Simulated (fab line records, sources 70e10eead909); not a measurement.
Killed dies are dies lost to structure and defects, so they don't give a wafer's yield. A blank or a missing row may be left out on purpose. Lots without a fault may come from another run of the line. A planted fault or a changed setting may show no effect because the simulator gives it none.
Chamber matching | flow nand_harc | NHARC_A_STAIRCASE_DEP_322 on pecvd-01: 3 sister chambers
The step deposits SiO2, target thk 3800 nm. 6 wafers are shown with their chamber, then 8 later ones without.

WAFERS WITH THEIR CHAMBER
wafer  | chamber | heater_power_w (W) | mfc_precursor_sccm (sccm)
L081.4 | 0       | 644                | 199.4
L081.5 | 2       | 752                | 199.9
L086.2 | 0       | 712                | 199.7
L086.3 | 2       | 909                | 201.2
L086.4 | 1       | 601                | 200.4
L089.1 | 1       | 670                | 199.3

WAFERS WITHOUT THEIR CHAMBER
wafer  | heater_power_w (W) | mfc_precursor_sccm (sccm)
L089.2 | 723                | 200.4
L089.5 | 656                | 199.3
L095.1 | 699                | 201.0
L095.2 | 728                | 199.9
L095.4 | 644                | 201.4
L093.4 | 613                | 197.8
L093.5 | 624                | 200.3
L093.6 | 602                | 199.4

WHICH CHAMBER EACH WENT THROUGH
wafer  | from the rows above          | in truth
L089.2 | can't be placed: 0 or 1 or 2 | 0
L089.5 | can't be placed: 0 or 1      | 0
L095.1 | can't be placed: 1 or 2 or 0 | 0
L095.2 | can't be placed: 0 or 1 or 2 | 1
L095.4 | can't be placed: 1 or 0 or 2 | 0
L093.4 | can't be placed: 0 or 1      | 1
L093.5 | can't be placed: 1 or 0      | 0
L093.6 | can't be placed: 1 or 0      | 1
Placed correctly: 0 of 8. Can't be placed from these rows: 8 (the true chamber is among the candidates in 8). Placed wrongly: 0.
How it was worked out, from the rows above alone: a wafer's distance from a chamber is the root of the sum, over the readings, of the square of ((its reading less the chamber's mean) divided by the reading's scatter). The wafer belongs to the nearest chamber; if the next one is less than 2 further off, it can't be placed. A chamber's mean is the mean of its shown wafers. The scatter: the root of (the sum of the squares of (reading less its chamber's mean) over the shown wafers, divided by (wafers less chambers)).
